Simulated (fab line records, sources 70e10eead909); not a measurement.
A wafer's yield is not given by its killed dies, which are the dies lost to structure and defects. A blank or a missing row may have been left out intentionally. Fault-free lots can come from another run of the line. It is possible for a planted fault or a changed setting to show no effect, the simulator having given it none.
Which of the tools did it? | flow nand-harc | Sampling: 13 lots, 39 wafers, 6 of 1302 route steps

WHAT THE GAUGES READ, wafer by wafer
NHARC_P_BONDPAD_THK_MEAS_20: measures by xrf. Usual: thk-nm at 161.2 nm, with a standard deviation of 1.7.
lot  | measured     | on            | thk-nm (nm)       | flag
L626 | day 7 02:11  | film-metro-02 | 163.3 159.7 163.6 |
L627 | day 7 08:23  | film-metro-02 | 160.0 163.0 161.9 |
L628 | day 7 10:04  | film-metro-02 | 161.8 162.7 164.8 |
L630 | day 8 10:54  | film-metro-01 | 162.5 160.6 158.3 |
L631 | day 8 21:58  | film-metro-01 | 164.4 164.1 161.8 |
L632 | day 9 05:19  | film-metro-01 | 157.5 161.1 156.9 |
L635 | day 10 22:54 | film-metro-02 | 161.2 160.7 161.0 |
L638 | day 11 21:06 | film-metro-01 | 161.3 161.8 160.1 |
L639 | day 12 01:58 | film-metro-01 | 162.7 164.1 162.6 |
L644 | day 14 06:55 | film-metro-02 | 159.2 160.8 161.2 |
L647 | day 15 13:13 | film-metro-02 | 161.9 159.8 162.1 |
L648 | day 15 21:26 | film-metro-01 | 160.1 161.5 160.4 |
L649 | day 16 10:53 | film-metro-01 | 162.2 162.1 162.2 |

NHARC_A_ONON_D1_THK_MEAS_18: measures by ellipsometry. Usual: thk-nm at 1000 nm, with a standard deviation of 6.1.
lot  | measured     | on            | thk-nm (nm)    | flag
L626 | day 8 11:46  | film-metro-02 | 997 997 998    |
L627 | day 8 18:44  | film-metro-02 | 988 989 989    |
L628 | day 8 18:44  | film-metro-01 | 996 997 996    |
L630 | day 9 22:05  | film-metro-02 | 995 994 993    |
L631 | day 10 07:28 | film-metro-02 | 1012 1013 1010 |
L632 | day 10 16:19 | film-metro-02 | 993 995 995    |
L635 | day 12 08:38 | film-metro-01 | 996 997 996    |
L638 | day 13 06:49 | film-metro-02 | 1006 1009 1008 |
L639 | day 13 13:36 | film-metro-01 | 1003 1002 1002 |
L644 | day 15 17:22 | film-metro-01 | 1006 1007 1008 |
L647 | day 17 02:01 | film-metro-01 | 1004 1006 1004 |
L648 | day 17 09:04 | film-metro-01 | 999 1001 1001  |
L649 | day 18 00:58 | film-metro-02 | 1009 1007 1009 |

NHARC_A_ONON_D1_THK_MEAS_21: measures by ellipsometry. Usual: thk-nm at 1005 nm, with a standard deviation of 9.
lot  | measured     | on            | thk-nm (nm)    | flag
L626 | day 8 12:19  | film-metro-01 | 1024 1023 1022 |
L627 | day 8 19:17  | film-metro-01 | 1018 1018 1020 |
L628 | day 8 19:19  | film-metro-02 | 1006 1005 1005 |
L630 | day 9 22:39  | film-metro-02 | 1002 1002 1001 |
L631 | day 10 08:01 | film-metro-01 | 1009 1008 1007 |
L632 | day 10 16:53 | film-metro-02 | 1005 1006 1004 |
L635 | day 12 09:11 | film-metro-01 | 994 993 996    |
L638 | day 13 07:23 | film-metro-02 | 1013 1012 1012 |
L639 | day 13 14:11 | film-metro-02 | 995 992 994    |
L644 | day 15 17:56 | film-metro-01 | 1016 1016 1017 |
L647 | day 17 02:34 | film-metro-01 | 1577 1578 1580 | OFF
L648 | day 17 09:38 | film-metro-01 | 1580 1581 1581 | OFF
L649 | day 18 01:31 | film-metro-01 | 999 1000 998   |

NHARC_END_SORT_01. Usual: killed-at-array 56, standard deviation 17; killed-at-other 1.2, standard deviation 1.4; killed-at-periphery 4, standard deviation 3.2; killed-dies 61, standard deviation 16; killed-open 3.6, standard deviation 2.1; killed-short 2.7, standard deviation 1.8.
lot  | measured     | on        | killed-at-array | killed-at-other | killed-at-periphery | killed-dies | killed-open | killed-short | flag
L647 | day 33 06:17 | prober-02 | 665 671 665     | 3 2 6           | 9 4 6               | 677 677 677 | 7 3 4       | 3 2 4        | OFF
L648 | day 33 03:02 | prober-01 | 663 667 668     | 3 2 1           | 11 8 8              | 677 677 677 | 12 2 2      | 4 4 3        | OFF

WHICH TOOL RAN EACH LOT (tool, then ch and the chambers of the sampled wafers, then the start)
lot  | NHARC_A_ZERO_WELL_ETCH_13        | NHARC_A_ONON_D1_DEP_19
L626 | rie-si-01 ch 0,1, day 7 04:05    | pecvd-onon-02 ch 0, day 8 11:56
L627 | rie-si-06 ch 0,1,3, day 7 10:11  | pecvd-onon-03 ch 0, day 8 18:51
L628 | rie-si-06 ch 1,2,3, day 7 11:57  | pecvd-onon-01 ch 0, day 8 18:47
L630 | rie-si-04 ch 0,1,3, day 8 12:40  | pecvd-onon-02 ch 0, day 9 22:12
L631 | rie-si-04 ch 1,2,3, day 8 23:52  | pecvd-onon-01 ch 0, day 10 07:31
L632 | rie-si-06 ch 0,1,3, day 9 07:12  | pecvd-onon-01 ch 0, day 10 16:26
L635 | rie-si-04 ch 0,3, day 11 00:49   | pecvd-onon-03 ch 0, day 12 08:48
L638 | rie-si-06 ch 0,2,3, day 11 22:52 | pecvd-onon-02 ch 0, day 13 06:52
L639 | rie-si-04 ch 0,1, day 12 03:52   | pecvd-onon-03 ch 0, day 13 13:40
L644 | rie-si-06 ch 1,2,3, day 14 09:10 | pecvd-onon-01 ch 0, day 15 17:28
L647 | rie-si-06 ch 1,2,3, day 15 14:59 | pecvd-onon-01 ch 0, day 17 02:11
L648 | rie-si-06 ch 1,2,3, day 15 23:20 | pecvd-onon-01 ch 0, day 17 09:08
L649 | rie-si-06 ch 0,2,3, day 16 12:41 | pecvd-onon-02 ch 0, day 18 01:01
- NHARC_A_ZERO_WELL_ETCH_13: etches the open film in HBr/Cl2, target depth 120 nm, time 40.1 s.
- NHARC_A_ONON_D1_DEP_19: target thk 1000 nm.

AS READ BY THE TOOLS THEMSELVES (means over the sampled wafers that have a number; for cases with no such wafer, the mark the record gives instead)
NHARC_A_ZERO_WELL_ETCH_13. Usual: drypump-motor-current-A 5.5 A, standard deviation 0.33; he-backside-leak-sccm 2.78 sccm, standard deviation 0.27; oes-product-au 0.999 a.u., standard deviation 0.013; throttle-valve-pct 26.407 %, standard deviation 0.011.
lot  | tool      | drypump-motor-current-A (A) | he-backside-leak-sccm (sccm) | oes-product-au (a.u.) | throttle-valve-pct (%) | flag
L626 | rie-si-01 | 5.5                         | 2.64                         | 0.999                 | 26.412                 |
L627 | rie-si-06 | 5.5                         | 2.81                         | 0.991                 | 26.410                 |
L628 | rie-si-06 | 5.4                         | 2.85                         | 0.991                 | 26.412                 |
L630 | rie-si-04 | 5.4                         | 2.76                         | 1.012                 | 26.410                 |
L631 | rie-si-04 | 5.5                         | 2.60                         | 0.992                 | 26.412                 |
L632 | rie-si-06 | 5.5                         | 2.82                         | 1.009                 | 26.405                 |
L635 | rie-si-04 | 5.3                         | 2.77                         | 1.005                 | 26.416                 |
L638 | rie-si-06 | 5.2                         | 2.68                         | 0.999                 | 26.400                 |
L639 | rie-si-04 | 5.3                         | 2.82                         | 1.012                 | 26.406                 |
L644 | rie-si-06 | 5.4                         | 3.01                         | 1.001                 | 26.407                 |
L647 | rie-si-06 | 5.4                         | 2.92                         | 0.997                 | 26.408                 |
L648 | rie-si-06 | 5.4                         | 2.97                         | 0.994                 | 26.400                 |
L649 | rie-si-06 | 5.1                         | 2.81                         | 1.003                 | 26.412                 |

THE ANSWER, worked out from the rows above alone
Rule: a lot counts as off when the mean over its wafers that have a number is more than 3 standard deviations away from the usual mean. A lot without any number at a reading at which 4 lots or more have one is off too. Where the step has rows for the other lots, those lots are counted as sound. Order of review: gauges by route order, followed by the tools' own readings, for which a lot's mean as printed above is used. At the first step where some lot is off, the reading lying furthest off is the one used; lots without a number count as furthest.
Off at NHARC_A_ONON_D1_THK_MEAS_21 (thk-nm): L647, L648.
A tool fits if, at a process step before that reading, it ran every lot that is off, and no sound lot after the first of them. The gauges at NHARC_A_ONON_D1_THK_MEAS_21 aren't tried: what is off there is off at NHARC_END_SORT_01 too, on other tools, and a gauge's error can't cause that. One candidate fits, namely pecvd-onon-01 at NHARC_A_ONON_D1_DEP_19. Its last sound lot is L644 (day 15 17:28), its first lot that is off L647 (day 17 02:11): a fault that began between those two fits.

WHAT THE SIMULATOR HAD INSERTED
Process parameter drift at NHARC_A_ONON_D1_DEP_19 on pecvd-onon-01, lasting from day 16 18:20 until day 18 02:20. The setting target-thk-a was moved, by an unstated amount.
Shown lots that were struck: L647, L648. The rule given above showed the same thing.
